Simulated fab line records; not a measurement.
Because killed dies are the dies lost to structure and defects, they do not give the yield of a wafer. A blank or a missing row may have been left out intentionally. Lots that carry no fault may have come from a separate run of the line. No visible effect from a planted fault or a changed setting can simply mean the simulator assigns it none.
The tool behind it: which one? :: flow nand_harc :: 6 lots with 18 wafers sampled at 4 steps, on a route of 1159 steps

== WHAT THE GAUGES SHOWED, per wafer ==
NHARC_END_SORT_01.
lot: L372
measured: day 21 13:19
on: prober-01
sort_bin_4_pct (%): 1.2 2.4 2.2

lot: L374
measured: day 22 09:44
on: prober-02
sort_bin_4_pct (%): 3.1 1.5 2.4

lot: L385
measured: day 25 03:16
on: prober-01
sort_bin_4_pct (%): 2.1 2.2 2.5

== WHICH TOOL RAN EACH LOT (tool, then ch and the chambers of the sampled wafers, then the start) ==
lot: L363
NHARC_HYBRID_BOND_ACTIVATE_00: rie_diel-11 ch 0,1,3, day 18 09:55
NHARC_THIN_TSV_ETCHBACK_48: rie_diel-01 ch 0,2,3, day 19 06:01
NHARC_THIN_TSV_STRIP_62: plasma_asher-02 ch 1, day 19 06:23

lot: L372
NHARC_HYBRID_BOND_ACTIVATE_00: rie_diel-11 ch 1,2,3, day 20 09:14
NHARC_THIN_TSV_ETCHBACK_48: rie_diel-12 ch 2,3, day 20 23:52
NHARC_THIN_TSV_STRIP_62: plasma_asher-01 ch 0,1, day 21 00:15

lot: L374
NHARC_HYBRID_BOND_ACTIVATE_00: rie_diel-11 ch 0,2, day 21 04:28
NHARC_THIN_TSV_ETCHBACK_48: rie_diel-12 ch 1,2, day 21 19:43
NHARC_THIN_TSV_STRIP_62: plasma_asher-02 ch 0,1, day 21 20:04

lot: L378
NHARC_HYBRID_BOND_ACTIVATE_00: rie_diel-13 ch 0,3, day 22 13:16
NHARC_THIN_TSV_ETCHBACK_48: rie_diel-03 ch 2,3, day 23 06:40
NHARC_THIN_TSV_STRIP_62: plasma_asher-02 ch 0, day 23 07:03

lot: L383
NHARC_HYBRID_BOND_ACTIVATE_00: rie_diel-11 ch 0,2, day 23 07:28
NHARC_THIN_TSV_ETCHBACK_48: rie_diel-01 ch 1,2,3, day 23 22:46
NHARC_THIN_TSV_STRIP_62: plasma_asher-02 ch 0, day 23 23:08

lot: L385
NHARC_HYBRID_BOND_ACTIVATE_00: rie_diel-13 ch 0,3, day 23 21:28
NHARC_THIN_TSV_ETCHBACK_48: rie_diel-01 ch 1,2, day 24 13:15
NHARC_THIN_TSV_STRIP_62: plasma_asher-01 ch 0,1, day 24 13:39
- NHARC_HYBRID_BOND_ACTIVATE_00: chemistry N2, time 60 s.
- NHARC_THIN_TSV_ETCHBACK_48: etches the open film in C4F8/Ar, target depth 1028.5 nm, time 405.17 s.
- NHARC_THIN_TSV_STRIP_62: strips in N2/H2, time 20 s.

== THE ANSWER, worked out from the rows above alone ==
Rule: the lots themselves supply what counts as usual. Put in order of their means at a reading, lots are off if they are a third of the lots or fewer, leave a main group of 4 or more, and stand apart from it by a gap of 3 or more times the standard deviation of the main group's means; of several such gaps the widest counts. A main group whose means are all the same, to the digits that the tables above print for the reading, isn't used. Also off: a lot with no number at a reading for which 4 or more lots have one. All remaining lots with rows at the step are treated as sound.
Across all readings shown, no lot is off: no conclusion can be drawn from this.

== WHAT THE SIMULATOR HAD INSERTED ==
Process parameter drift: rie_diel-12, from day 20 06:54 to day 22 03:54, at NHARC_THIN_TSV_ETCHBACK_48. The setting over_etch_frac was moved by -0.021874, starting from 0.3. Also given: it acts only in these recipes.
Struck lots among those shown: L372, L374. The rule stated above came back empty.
